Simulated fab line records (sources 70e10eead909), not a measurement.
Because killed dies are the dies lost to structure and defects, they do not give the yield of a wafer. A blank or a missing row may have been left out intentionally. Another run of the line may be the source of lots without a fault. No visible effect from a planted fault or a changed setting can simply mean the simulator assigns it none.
Chamber matching -- flow nandHarc -- cmp-02 running NHARC_A_CONTACT_CMP_20: 4 sister chambers
The step polishes, t overpolish 30 s, target thk 300 nm. 4 wafers are shown with their chamber, then 12 later ones without.

## WAFERS WITH THEIR CHAMBER
wafer,chamber,motorCurrentA (A)
L085.5,0,12.7
L087.1,3,14.7
L087.5,1,12.3
L087.6,2,12.1

## WAFERS WHOSE CHAMBER IS MISSING
wafer,motorCurrentA (A)
L088.3,14.6
L088.5,13.2
L088.6,14.3
L090.1,13.4
L090.2,12.2
L090.6,11.1
L089.1,14.1
L089.3,13.3
L089.5,12.4
L093.2,14.2
L093.5,12.8
L093.6,13.8

## EACH ONE'S CHAMBER
wafer,from the rows above,in truth
L088.3,3,3
L088.5,can't be placed: 0 or 1 or 2 or 3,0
L088.6,3,3
L090.1,can't be placed: 0 or 1 or 3 or 2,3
L090.2,can't be placed: 2 or 1 or 0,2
L090.6,can't be placed: 2 or 1 or 0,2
L089.1,can't be placed: 3 or 0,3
L089.3,can't be placed: 0 or 1 or 2 or 3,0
L089.5,can't be placed: 1 or 0 or 2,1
L093.2,can't be placed: 3 or 0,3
L093.5,can't be placed: 0 or 1 or 2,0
L093.6,can't be placed: 3 or 0 or 1 or 2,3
Correct placement for 2 of the 12. Cannot be placed on the basis of these rows: 10; the candidates contain the true chamber in 10. Placed wrongly: 0.
How it was worked out, from the rows above alone: a wafer's distance from a chamber is the root of the sum, over the readings, of the square of ((its reading less the chamber's mean) divided by the reading's scatter). The wafer belongs to the nearest chamber; if the next one is less than 2 further off, it can't be placed. Each chamber's mean is taken over the wafers shown for it. The scatter (one wafer shown for each chamber): square how far every hidden wafer sits from the nearest shown wafer, average those squares and take the square root.
